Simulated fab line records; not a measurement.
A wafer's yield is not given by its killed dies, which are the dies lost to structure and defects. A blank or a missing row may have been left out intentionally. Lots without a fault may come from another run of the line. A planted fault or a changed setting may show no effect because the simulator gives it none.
fab line records + flow nand-harc
record:
- lots: 5
- wafers: 13
- last-day: 23
route steps=1159 shown A_M1@1040 END@1159
lots that met no fault: from a run of the same line without faults
start-h: the number of hours between the record's first day and the start of the first shown wafer of the lot + wait-h: hours since the lot's step before + " repeats the value in the row above + L1.1+2: one row covering several wafers at once + - either no value or no given start + * or withheld: withheld + < > ~ a bound
route shown NAME@n: NAME is a module with steps in the file, n the number in the route of the first one + usual: mean and standard deviation over wafers with no fault + same: alike in all rows + chamber/n: place in a boat + sites: per-site readings + _std_site: standard deviation of those values + _edge_site: inner sites' mean taken away from outer sites' mean + radius-mm: for every site, how far away it sits from the centre of the wafer + mask NAME#n: copy n + behind: the most recent tool/chamber to have shaped the wafer + hold: reason for holding the lot/hours on hold/outcome of the hold + device: whichever transistor did not switch (one of n, p or np) + end of line: the route-end tests of the same wafers + a step without rows: its recipe alone + killed: count of dies lost to structure and defects at first sort (not the wafer's yield) + map: dies across one wafer; x = killed, . = not, _ = none there
set.NAME: the setting that was run; set.NAME@STEP: the one run at that earlier step + model.NAME: the simulator's own value behind a step, which no gauge read
lots at selected steps of the route; one table per step, one row per wafer
services: from which hour (start-h, from the record's first day; less than 0 if before it) a tool's chamber was out of use, for how many hours, and why
== steps ==
step: NHARC_A_M1_ETCH_35
recipe:
- target-depth-a: 400
- overetch-a: 120
- time-s: 43.94
- ion-energy-ev: 200
- n2-flow-sccm: 150
- h2-flow-sccm: 150
- ar-flow-sccm: 0
- rf-w: 400
- bias-w: 150
- chemistry: N2/H2
usual:
- drypump-motor-current-A: 5.7/0.44
- h2-flow-sccm: 150.0/0.45
- n2-flow-sccm: 150.0/0.46
- oes-product-au: 0.998/0.011
- rf-vpp-V: 432.6/2.5
- showerhead-plenum-p-Torr: 2.11/0.086
- throttle-valve-pct: 14.172/0.0098
| lot.wafer | tool        | chamber | start-h | wait-h | drypump-motor-current-A | h2-flow-sccm | n2-flow-sccm | oes-product-au | rf-hours-counter-h | rf-vpp-V | showerhead-plenum-p-Torr | throttle-valve-pct |
|-----------|-------------|---------|---------|--------|-------------------------|--------------|--------------|----------------|--------------------|----------|--------------------------|--------------------|
| L988.2    | rie-diel-06 | 2       | 415.31  | 0.1    | 6.2                     | 150.0        | 150.2        | 0.989          | 4                  | 433.5    | 2.16                     | 14.159             |
| L988.6    | "           | 0       | "       | "      | 6.7                     | 149.8        | 149.9        | 1.006          | -                  | 428.1    | 1.92                     | 14.180             |
| L988.5    | "           | 1       | "       | "      | 5.4                     | 149.5        | 150.0        | 1.012          | -                  | 435.2    | 2.18                     | 14.174             |
| L993.4    | rie-diel-09 | 3       | 428.68  | 0.1    | 5.5                     | 150.4        | 150.4        | 0.993          | 10                 | 433.9    | 2.19                     | 14.179             |
| L993.6    | "           | 3       | "       | "      | 5.5                     | 150.0        | 150.3        | 0.983          | -                  | 433.0    | 2.19                     | 14.176             |
| L993.5    | "           | 0       | "       | "      | 5.3                     | 150.4        | 150.2        | 1.003          | -                  | 432.8    | 2.13                     | 14.173             |
| L999.4    | rie-diel-09 | 2       | 482.82  | 0.1    | 5.0                     | 150.1        | 150.0        | 1.002          | 4                  | 431.5    | 2.08                     | 14.181             |
| L105.1    | rie-diel-06 | 0       | 502.35  | 0.1    | 6.6                     | 149.9        | 149.2        | 1.010          | 2                  | 428.0    | 1.92                     | 14.152             |
| L105.3    | "           | 3       | "       | "      | 6.2                     | 149.3        | 150.2        | 0.966          | 2                  | 435.5    | 2.19                     | 14.184             |
| L105.4    | "           | 3       | "       | "      | 6.2                     | 149.9        | 150.2        | 0.987          | -                  | 435.6    | 2.19                     | 14.166             |
| L108.2    | rie-diel-12 | 3       | 512.86  | 0.1    | 6.1                     | 149.8        | 149.7        | 1.006          | 8                  | 434.0    | 2.17                     | 14.177             |
| L108.3    | "           | 0       | "       | "      | 5.5                     | 149.2        | 149.7        | 0.987          | 9                  | 434.0    | 2.15                     | 14.159             |
| L108.5    | "           | 1       | "       | "      | 5.3                     | 149.3        | 149.1        | 1.000          | -                  | 425.9    | 1.90                     | 14.162             |
step: NHARC_A_M1_ETCH_15
recipe:
- target-depth-a: 1825
- time-s: 91.2
- c4f8-flow-sccm: withheld
- ar-flow-sccm: 400
- rf-w: 600
- bias-w: 300
- chemistry: C4F8/Ar
usual:
- oes-product-au: 0.954/0.022
- rf-vpp-V: 442.7/2.8
| lot.wafer | tool        | chamber | start-h | wait-h | oes-product-au | rf-hours-counter-h | rf-vpp-V |
|-----------|-------------|---------|---------|--------|----------------|--------------------|----------|
| L988.2    | rie-diel-06 | 1       | -       | -      | 0.972          | 4                  | 443.4    |
| L988.6    | "           | 0       | "       | "      | 0.984          | -                  | 436.1    |
| L988.5    | "           | 1       | "       | "      | 0.972          | -                  | 442.6    |
| L993.4    | rie-diel-09 | 1       | -       | -      | 0.909          | 13                 | 440.6    |
| L993.6    | "           | 2       | "       | "      | 0.923          | -                  | 442.7    |
| L993.5    | "           | 3       | "       | "      | 0.918          | -                  | 446.4    |
| L999.4    | rie-diel-09 | 3       | -       | -      | 0.981          | 2                  | 444.4    |
| L105.1    | rie-diel-06 | 3       | -       | -      | 0.927          | 2                  | 444.9    |
| L105.3    | "           | 1       | "       | "      | 0.947          | 2                  | 444.6    |
| L105.4    | "           | 0       | "       | "      | 0.950          | -                  | 437.0    |
| L108.2    | rie-diel-12 | 2       | -       | -      | 0.946          | 8                  | 444.0    |
| L108.3    | "           | 0       | "       | "      | 0.954          | 9                  | 443.0    |
| L108.5    | "           | 3       | "       | "      | 0.959          | -                  | 444.8    |
step: NHARC_A_M1_CD_MEAS_16
usual:
- cd-nm: 120.3/0.75
| lot.wafer | tool      | chamber | start-h | wait-h | cd-nm |
|-----------|-----------|---------|---------|--------|-------|
| L988.2    | cd-sem-02 | -       | 415.52  | -      | 119.4 |
| L988.5    | "         | -       | "       | "      | 120.2 |
| L988.6    | "         | -       | "       | "      | 119.7 |
| L993.4    | cd-sem-02 | -       | 428.92  | -      | 119.6 |
| L993.5    | "         | -       | "       | "      | 118.7 |
| L993.6    | "         | -       | "       | "      | 120.7 |
| L999.4    | cd-sem-01 | -       | 483.04  | -      | 120.6 |
| L105.1    | cd-sem-01 | -       | 502.59  | -      | 119.0 |
| L105.3    | "         | -       | "       | "      | 119.7 |
| L105.4    | "         | -       | "       | "      | 120.8 |
| L108.2    | cd-sem-01 | -       | 513.07  | -      | 120.1 |
| L108.3    | "         | -       | "       | "      | 121.1 |
| L108.5    | "         | -       | "       | "      | 120.4 |
step: NHARC_A_M1_STRIP_18
recipe:
- power-w: 1000
- n2-flow-sccm: 150
- h2-flow-sccm: 150
- ar-flow-sccm: 0
- bias-w: 0
- chemistry: N2/H2
step: NHARC_A_M1_ETCH_28
recipe:
- target-depth-a: 300
- over-etch-frac: 0.3
- time-s: 72.99
- ion-energy-ev: 150
- cf4-flow-sccm: 50
- n2-flow-sccm: 100
- ar-flow-sccm: 150
- rf-w: 300
- bias-w: 100
- chemistry: CF4/N2
usual:
- drypump-motor-current-A: 5.7/0.47
- n2-flow-sccm: 100.05/0.26
- oes-product-au: 0.999/0.012
- rf-vpp-V: 315.7/1.9
- showerhead-plenum-p-Torr: 2.72/0.11
- throttle-valve-pct: 19.795/0.0089
same:
- over-etch-frac: 0.3
| lot.wafer | tool        | chamber | start-h | wait-h | drypump-motor-current-A | n2-flow-sccm | oes-product-au | rf-hours-counter-h | rf-vpp-V | showerhead-plenum-p-Torr | throttle-valve-pct |
|-----------|-------------|---------|---------|--------|-------------------------|--------------|----------------|--------------------|----------|--------------------------|--------------------|
| L988.2    | rie-diel-12 | 0       | -       | -      | 5.5                     | 100.52       | 0.985          | 1.6                | 315.7    | 2.76                     | 19.792             |
| L988.6    | "           | 0       | "       | "      | 5.5                     | 100.12       | 0.992          | -                  | 316.5    | 2.76                     | 19.792             |
| L988.5    | "           | 1       | "       | "      | 5.3                     | 99.50        | 1.003          | -                  | 310.5    | 2.46                     | 19.810             |
| L993.4    | rie-diel-06 | 3       | -       | -      | 6.2                     | 100.11       | 0.986          | 0.2                | 316.7    | 2.81                     | 19.794             |
| L993.6    | "           | 3       | "       | "      | 6.2                     | 100.15       | 0.984          | -                  | 316.6    | 2.81                     | 19.796             |
| L993.5    | "           | 0       | "       | "      | 6.6                     | 100.13       | 1.013          | -                  | 311.0    | 2.49                     | 19.805             |
| L999.4    | rie-diel-09 | 3       | -       | -      | 5.6                     | 100.18       | 0.987          | 1.9                | 316.7    | 2.80                     | 19.785             |
| L105.4    | rie-diel-09 | 2       | -       | -      | 5.0                     | 100.26       | 1.000          | 5.4                | 314.6    | 2.67                     | 19.787             |
| L105.1    | "           | 3       | "       | "      | 5.6                     | 100.35       | 0.995          | 3.4                | 316.5    | 2.80                     | 19.812             |
| L105.3    | "           | 0       | "       | "      | 5.3                     | 99.87        | 1.014          | 5.4                | 316.0    | 2.73                     | 19.765             |
| L108.3    | rie-diel-09 | 0       | -       | -      | 5.3                     | 99.67        | 1.007          | 6.5                | 314.8    | 2.73                     | 19.804             |
| L108.2    | "           | 2       | "       | "      | 5.0                     | 99.81        | 0.999          | 7.1                | 315.0    | 2.67                     | 19.794             |
| L108.5    | "           | 0       | "       | "      | 5.3                     | 99.84        | 1.012          | -                  | 317.5    | 2.73                     | 19.785             |
step: NHARC_A_M1_STRIP_19
recipe:
- time-s: 600
- temp-c: 30
- chemistry: post-etch-residue-remover
step: NHARC_A_M1_DEGAS_29
recipe:
- temp-c: 250
- time-s: 60
step: NHARC_A_M1_PRE_CLEAN_30
recipe:
- time-s: 30
- temp-c: 280
- gas: H2/He
usual:
- heater-power-w: 421/29
| lot.wafer | tool           | chamber | start-h | wait-h | heater-power-w |
|-----------|----------------|---------|---------|--------|----------------|
| L988.2    | pvd-sputter-03 | -       | -       | -      | 399            |
| L988.6    | "              | -       | "       | "      | 417            |
| L988.5    | "              | -       | "       | "      | 401            |
| L993.4    | pvd-sputter-03 | -       | -       | -      | 411            |
| L993.5    | "              | -       | "       | "      | 435            |
| L993.6    | "              | -       | "       | "      | 415            |
| L999.4    | pvd-sputter-03 | -       | -       | -      | 424            |
| L105.1    | pvd-sputter-01 | -       | -       | -      | 415            |
| L105.4    | "              | -       | "       | "      | 380            |
| L105.3    | "              | -       | "       | "      | 473            |
| L108.2    | pvd-sputter-01 | -       | -       | -      | 454            |
| L108.3    | "              | -       | "       | "      | 359            |
| L108.5    | "              | -       | "       | "      | 417            |
step: NHARC_A_M1_PVD_20
recipe:
- target-thk-a: 50
- bias-v: 168.6
- power-w: 15000
- chamber-pressure-pa: 0.12
- time-s: 8.06
- substrate-temp-c: 50
- material: TaN
step: NHARC_A_M1_PVD_21
recipe:
- target-thk-a: 300
- chamber-pressure-pa: 5
- power-w: 5000
- substrate-temp-c: 30
- time-s: 20.49
- material: Cu
step: NHARC_A_M1_ECD_22
recipe:
- target-thk-a: 4000
- bath-temp-c: 25
- material: Cu
step: NHARC_A_M1_ANNEAL_31
recipe:
- temp-c: 225
- time-s: 90
step: NHARC_A_M1_CMP_23
recipe:
- t-overpolish-s: 20
- target-thk-nm: 154.34
usual:
- motor-current-A: 12.0/1.7
- time-to-endpoint-s: 28.6/2.5
| lot.wafer | tool   | chamber | start-h | wait-h | motor-current-A | time-to-endpoint-s |
|-----------|--------|---------|---------|--------|-----------------|--------------------|
| L988.2    | cmp-02 | 3       | 417.39  | -      | 16.2            | 34.9               |
| L988.5    | "      | 1       | "       | "      | 13.4            | 28.3               |
| L988.6    | "      | 2       | "       | "      | 11.6            | 29.3               |
| L993.4    | cmp-04 | 3       | 431.10  | -      | 10.6            | 28.4               |
| L993.6    | "      | 1       | "       | "      | 10.0            | 26.1               |
| L993.5    | "      | 2       | "       | "      | 11.2            | 26.9               |
| L999.4    | cmp-02 | 1       | 484.83  | -      | 13.5            | 36.9               |
| L105.3    | cmp-03 | 2       | 504.44  | -      | 10.7            | 24.8               |
| L105.4    | "      | 3       | "       | "      | 11.2            | 28.4               |
| L105.1    | "      | 0       | "       | "      | 12.0            | 24.9               |
| L108.3    | cmp-04 | 2       | 514.90  | -      | 10.4            | 28.7               |
| L108.2    | "      | 3       | "       | "      | 10.3            | 27.2               |
| L108.5    | "      | 1       | "       | "      | 10.2            | 27.5               |
step: NHARC_A_M1_SRD_25
step: NHARC_A_M1_INSPECT_27
usual:
- raw-defect-count: 419/91
| lot.wafer | tool              | chamber | start-h | wait-h | hold                     | raw-defect-count |
|-----------|-------------------|---------|---------|--------|--------------------------|------------------|
| L988.2    | defect-inspect-01 | -       | 417.80  | 0.0    | -                        | 380              |
| L988.5    | "                 | -       | "       | "      | -                        | 272              |
| L988.6    | "                 | -       | "       | "      | -                        | 475              |
| L993.4    | defect-inspect-02 | -       | 431.52  | 0.0    | -                        | 253              |
| L993.5    | "                 | -       | "       | "      | -                        | 358              |
| L993.6    | "                 | -       | "       | "      | -                        | 315              |
| L999.4    | defect-inspect-02 | -       | 485.32  | 0.0    | await-dispo/0.2h/release | 4765             |
| L999.4    | defect-inspect-02 | -       | 485.49  | 0.2    | -                        | 4790             |
| L105.1    | defect-inspect-02 | -       | 504.88  | 0.0    | -                        | 569              |
| L105.3    | "                 | -       | "       | "      | -                        | 420              |
| L105.4    | "                 | -       | "       | "      | -                        | 490              |
| L108.2    | defect-inspect-01 | -       | 515.35  | 0.0    | -                        | 507              |
| L108.3    | "                 | -       | "       | "      | -                        | 394              |
| L108.5    | "                 | -       | "       | "      | -                        | 371              |
step: NHARC_A_M1_PRE_CLEAN_32
recipe:
- time-s: 12
- temp-c: 370
- rf-power-w: 300
- gas: NH3
usual:
- heater-power-outer-w: 376/56
- heater-power-w: 662/94
| lot.wafer | tool     | chamber | start-h | wait-h | hold                     | heater-power-outer-w | heater-power-w |
|-----------|----------|---------|---------|--------|--------------------------|----------------------|----------------|
| L988.2    | pecvd-01 | 1       | 417.90  | 0.1    | -                        | 385                  | 623            |
| L988.6    | "        | 2       | "       | "      | -                        | 314                  | 516            |
| L988.5    | "        | 0       | "       | "      | -                        | 363                  | 608            |
| L993.4    | pecvd-04 | 2       | 431.62  | 0.1    | -                        | 364                  | 647            |
| L993.5    | "        | 0       | "       | "      | -                        | 356                  | 658            |
| L993.6    | "        | 1       | "       | "      | -                        | 373                  | 700            |
| L999.4    | pecvd-01 | 0       | 487.33  | 1.8    | await-dispo/1.7h/release | 424                  | 684            |
| L105.3    | pecvd-03 | 0       | 504.96  | 0.1    | -                        | 470                  | 818            |
| L105.1    | "        | 1       | "       | "      | -                        | 333                  | 610            |
| L105.4    | "        | 0       | "       | "      | -                        | 474                  | 810            |
| L108.3    | pecvd-01 | 0       | 515.43  | 0.1    | -                        | 416                  | 659            |
| L108.2    | "        | 1       | "       | "      | -                        | 412                  | 701            |
| L108.5    | "        | 1       | "       | "      | -                        | 409                  | 686            |
step: NHARC_END_SORT_01
recipe:
- temp-c: 25
usual:
- defect-limited-yield: 95.6/1.4
- killed-at-array: 25/9.2
- killed-at-other: 0.8/1.2
- killed-at-periphery: 3.9/2.6
- killed-dies: 30/9.7
- killed-open: 3.4/1.9
- killed-short: 2.0/1.4
- sort_bin_2_pct: 1.4/0.62
- sort_bin_3_pct: 0.24/0.2
- sort_bin_4_pct: 2.8/0.92
- sort-n-pass: 647/9.7
- sort-rim-yield-pct: 94/3.3
- sort-yield-pct: 95.6/1.4
same:
- gross-dies: 677
- sort_bin_5_pct[%]: 0
- sort_bin_6_pct[%]: 0
- sort_bin_7_pct[%]: 0
- sort_bin_8_pct[%]: 0
- sort-rim-n-gross: 106.00
| lot.wafer | tool      | chamber | start-h | wait-h | defect-limited-yield[%] | killed-at-array | killed-at-other | killed-at-periphery | killed-dies | killed-open | killed-short | sort_bin_2_pct[%] | sort_bin_3_pct[%] | sort_bin_4_pct[%] | sort-n-pass | sort-rim-yield-pct[%] | sort-yield-pct[%] |
|-----------|-----------|---------|---------|--------|-------------------------|-----------------|-----------------|---------------------|-------------|-------------|--------------|-------------------|-------------------|-------------------|-------------|-----------------------|-------------------|
| L988.2    | prober-01 | 0       | 460.05  | 2.8    | 96.3                    | 18              | 0               | 7                   | 25          | 3           | 5            | 0.9               | 0                 | 2.8               | 652         | 97                    | 96.3              |
| L988.5    | prober-01 | 0       | 462.44  | 3.7    | 96.0                    | 19              | 1               | 7                   | 27          | 4           | 0            | 1.2               | 0.15              | 2.7               | 650         | 93                    | 96.0              |
| L988.6    | prober-01 | 0       | 463.24  | 4.0    | 96.0                    | 23              | 0               | 4                   | 27          | 2           | 1            | 1.2               | 0.30              | 2.5               | 650         | 95                    | 96.0              |
| L993.4    | prober-01 | 0       | 469.40  | 3.4    | 96.8                    | 21              | 0               | 1                   | 22          | 1           | 0            | 1.2               | 0.30              | 1.8               | 655         | 94                    | 96.8              |
| L993.5    | prober-01 | 0       | 470.20  | 3.7    | 96.3                    | 20              | 0               | 5                   | 25          | 4           | 3            | 1.6               | 0                 | 2.1               | 652         | 94                    | 96.3              |
| L993.6    | prober-01 | 0       | 470.99  | 4.0    | 96.8                    | 17              | 0               | 5                   | 22          | 2           | 2            | 1.5               | 0.15              | 1.6               | 655         | 95                    | 96.8              |
| L999.4    | prober-02 | 0       | 534.37  | 3.4    | 0                       | 673             | 2               | 2                   | 677         | 3           | 6            | 2.7               | 93.06             | 4.3               | 0           | 0                     | 0                 |
| L105.1    | prober-02 | 0       | 543.93  | 2.5    | 97.2                    | 15              | 3               | 1                   | 19          | 2           | 2            | 0.4               | 0                 | 2.4               | 658         | 94                    | 97.2              |
| L108.2    | prober-02 | 0       | 552.51  | 2.8    | 92.6                    | 47              | 0               | 3                   | 50          | 4           | 2            | 2.1               | 0.59              | 4.7               | 627         | 94                    | 92.6              |
| L108.3    | prober-02 | 0       | 553.30  | 3.1    | 94.5                    | 31              | 1               | 5                   | 37          | 1           | 0            | 1.8               | 0                 | 3.7               | 640         | 95                    | 94.5              |
| L108.5    | prober-02 | 0       | 554.89  | 3.7    | 93.2                    | 39              | 3               | 4                   | 46          | 6           | 2            | 3.0               | 0.44              | 3.4               | 631         | 88                    | 93.2              |
killed by level:class
L988.2 A_SLIT:chamber-film-flake=8 A_WL_FILL:geometric-particle:short=3 P_STI:chamber-film-flake=3 A_STAIRCASE:chamber-film-flake=2 P_CONTACT:geometric-particle:open=1 P_CONTACT:geometric-particle:short=1 P_M0:geometric-particle:open=1 A_SGD_CUT:geometric-particle:short=1
L988.5 A_SLIT:chamber-film-flake=7 P_STI:chamber-film-flake=4 A_BONDPAD:chamber-film-flake=4 A_CONTACT:chamber-film-flake=3 P_M0:geometric-particle:open=2 A_CHANNEL_HOLE_D1:chamber-film-flake=2 A_WL_FILL:geometric-particle:open=1 A_CONTACT:geometric-particle:open=1
L988.6 A_SLIT:chamber-film-flake=8 A_BONDPAD:chamber-film-flake=5 A_STAIRCASE:chamber-film-flake=4 A_CHANNEL_HOLE_D1:chamber-film-flake=3 P_ZERO_WELL:chamber-film-flake=2 P_GATE:geometric-particle:open=1 A_ONON_D1:geometric-particle:short=1 A_WL_FILL:geometric-particle:open=1
L993.4 A_SLIT:chamber-film-flake=7 A_STAIRCASE:chamber-film-flake=7 A_CONTACT:chamber-film-flake=4 P_M1:geometric-particle:open=1 A_CHANNEL_HOLE_D1:chamber-film-flake=1 A_SGD_CUT:chamber-film-flake=1 A_M1:chamber-film-flake=1
L993.5 A_SLIT:chamber-film-flake=8 P_STI:chamber-film-flake=3 A_CHANNEL_HOLE_D1:chamber-film-flake=3 P_M0:geometric-particle:open=2 A_CONTACT:geometric-particle:open=2 A_CONTACT:chamber-film-flake=2 A_ONON_D1:geometric-particle:short=1 A_CHANNEL_HOLE_D1:geometric-particle:short=1
L993.6 A_SLIT:chamber-film-flake=8 A_STAIRCASE:chamber-film-flake=4 A_CHANNEL_HOLE_D1:chamber-film-flake=3 P_STI:geometric-particle:short=1 P_CONTACT:geometric-particle:open=1 P_M0:geometric-particle:open=1 A_ONON_D1:geometric-particle:short=1 P_STI:chamber-film-flake=1
L999.4 A_M1:area-cmp=626 A_SLIT:chamber-film-flake=17 A_CHANNEL_HOLE_D1:chamber-film-flake=14 A_CONTACT:chamber-film-flake=6 A_WL_FILL:geometric-particle:short=3 A_M0:geometric-particle:short=2 HYBRID_BOND:chamber-film-flake=2 A_SGD_CUT:geometric-particle:short=1
L105.1 A_CHANNEL_HOLE_D1:chamber-film-flake=7 A_CONTACT:chamber-film-flake=5 THIN_TSV:chamber-film-flake=3 A_CONTACT:geometric-particle:open=2 P_CONTACT:geometric-particle:short=1 A_CONTACT:geometric-particle:short=1
L108.2 A_CHANNEL_HOLE_D1:chamber-film-flake=19 A_SLIT:chamber-film-flake=16 A_CONTACT:chamber-film-flake=5 P_CONTACT:geometric-particle:short=1 P_CONTACT:geometric-particle:open=1 A_SOURCE_PLATE:geometric-particle:open=1 A_WL_FILL:geometric-particle:short=1 A_WL_FILL:geometric-particle:open=1
L108.3 A_CHANNEL_HOLE_D1:chamber-film-flake=17 A_SLIT:chamber-film-flake=10 P_M0:chamber-film-flake=5 A_CONTACT:chamber-film-flake=2 A_BLC:geometric-particle:open=1 A_CHANNEL_FILL_D1:chamber-film-flake=1 THIN_TSV:chamber-film-flake=1
L108.5 A_SLIT:chamber-film-flake=16 A_CHANNEL_HOLE_D1:chamber-film-flake=12 A_CONTACT:chamber-film-flake=4 A_CHANNEL_FILL_D1:geometric-particle:open=2 P_M0:chamber-film-flake=2 THIN_TSV:chamber-film-flake=2 P_M0:geometric-particle:open=1 A_CONTACT:geometric-particle:open=1
map L999.4 (x killed, . not)
____________x____________
_________xxxxxxx_________
_______xxxxxxxxxxx_______
______xxxxxxxxxxxxx______
_____xxxxxxxxxxxxxxx_____
____xxxxxxxxxxxxxxxxx____
____xxxxxxxxxxxxxxxxx____
___xxxxxxxxxxxxxxxxxxx___
___xxxxxxxxxxxxxxxxxxx___
__xxxxxxxxxxxxxxxxxxxxx__
__xxxxxxxxxxxxxxxxxxxxx__
_xxxxxxxxxxxxxxxxxxxxxxx_
_xxxxxxxxxxxxxxxxxxxxxxx_
_xxxxxxxxxxxxxxxxxxxxxxx_
_xxxxxxxxxxxxxxxxxxxxxxx_
_xxxxxxxxxxxxxxxxxxxxxxx_
xxxxxxxxxxxxxxxxxxxxxxxxx
xxxxxxxxxxxxxxxxxxxxxxxxx
xxxxxxxxxxxxxxxxxxxxxxxxx
xxxxxxxxxxxxxxxxxxxxxxxxx
xxxxxxxxxxxxxxxxxxxxxxxxx
_xxxxxxxxxxxxxxxxxxxxxxx_
_xxxxxxxxxxxxxxxxxxxxxxx_
_xxxxxxxxxxxxxxxxxxxxxxx_
_xxxxxxxxxxxxxxxxxxxxxxx_
_xxxxxxxxxxxxxxxxxxxxxxx_
__xxxxxxxxxxxxxxxxxxxxx__
__xxxxxxxxxxxxxxxxxxxxx__
___xxxxxxxxxxxxxxxxxxx___
___xxxxxxxxxxxxxxxxxxx___
____xxxxxxxxxxxxxxxxx____
____xxxxxxxxxxxxxxxxx____
_____xxxxxxxxxxxxxxx_____
______xxxxxxxxxxxxx______
_______xxxxxxxxxxx_______
_________xxxxxxx_________
____________x____________
map L988.5 (x killed, . not)
____________.____________
_________......._________
_______.......x..._______
______.....x.......______
_____..............._____
____.x...............____
____.................____
___...................___
___...................___
__....................x__
__.....................__
_......................._
_................x......_
_...............x......._
_......................._
_......................._
.................x.......
.........................
.......x...............x.
......................x..
.........................
_..............x........_
_......................._
_......................._
_.....................x._
_.......x....x.........._
__............x.....xx.__
__.....................__
___...................___
___.............x.....___
____.................____
____.................____
_____.x.......x....._____
______....x........______
_______x....xx...._______
_________x..x..x_________
____________.____________
== services ==
| tool           | chamber | start-h | hours | kind   |
|----------------|---------|---------|-------|--------|
| rie-diel-06    | -       | 395.05  | 0.4   | repair |
| cmp-02         | -       | 398.80  | 0.3   | repair |
| cmp-04         | -       | 399.12  | 4.0   | pm     |
| cmp-02         | -       | 408.65  | 0.8   | repair |
| cmp-04         | -       | 408.91  | 4.3   | repair |
| pecvd-01       | -       | 418.21  | 13.0  | pm     |
| rie-diel-06    | -       | 418.24  | 9.0   | pm     |
| cmp-02         | -       | 422.52  | 4.0   | pm     |
| rie-diel-12    | 3       | 427.24  | 3.9   | repair |
| rie-diel-09    | -       | 431.43  | 9.0   | pm     |
| pvd-sputter-01 | -       | 438.65  | 3.7   | repair |
| rie-diel-09    | 1       | 448.12  | 5.6   | repair |
| cmp-02         | -       | 448.72  | 0.8   | repair |
| cmp-03         | -       | 450.11  | 4.0   | pm     |
| pvd-sputter-03 | -       | 458.09  | 10.0  | pm     |
| rie-diel-09    | 3       | 459.15  | 12.2  | repair |
| cmp-02         | -       | 459.33  | 1.7   | repair |
| pecvd-01       | -       | 461.50  | 2.8   | repair |
| rie-diel-06    | 0       | 474.76  | 9.8   | repair |
| rie-diel-12    | 3       | 483.64  | 6.4   | repair |
| cmp-02         | -       | 489.81  | 2.4   | repair |
| cmp-04         | -       | 497.12  | 4.0   | pm     |
| rie-diel-06    | 0       | 502.90  | 5.7   | repair |
| pvd-sputter-01 | -       | 514.00  | 10.0  | pm     |
== key ==
first-sign:
- step: NHARC_A_M1_CMP_23
- reading: time-to-endpoint-s
- direction: up
- sigmas: 3.4
- usual: *
- struck: *
effect:
- step: NHARC_A_M1_INSPECT_27
- reading: visit
- direction: added
effect:
- step: NHARC_A_M1_INSPECT_27
- reading: raw-defect-count
- direction: up
- sigmas: 48
- usual: 419
- struck: 4765
effect:
- step: NHARC_END_SORT_01
- reading: sort_bin_3_pct
- direction: up
- sigmas: 99+
- usual: 0.24
- struck: 93.06
more-kills-born-at:
- NHARC_A_M1_CMP_23@cmp-02: 626
met-at NHARC_A_M1_CMP_23
struck-wafers L999.4
later-rows-left-out L999.4
onset-between 417.39 484.83
fault:
- kind: process-parameter-drift
- tool: cmp-02
- chamber: 1
- onset-h: 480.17
- steps: NHARC_A_M1_CMP_23
- channel: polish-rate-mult
- offset: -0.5
- shape: step
- end-h: 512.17
later-rows-left-out: the simulator's readings of these wafers behind a module that went badly wrong aren't trusted and aren't shown, but for the sort
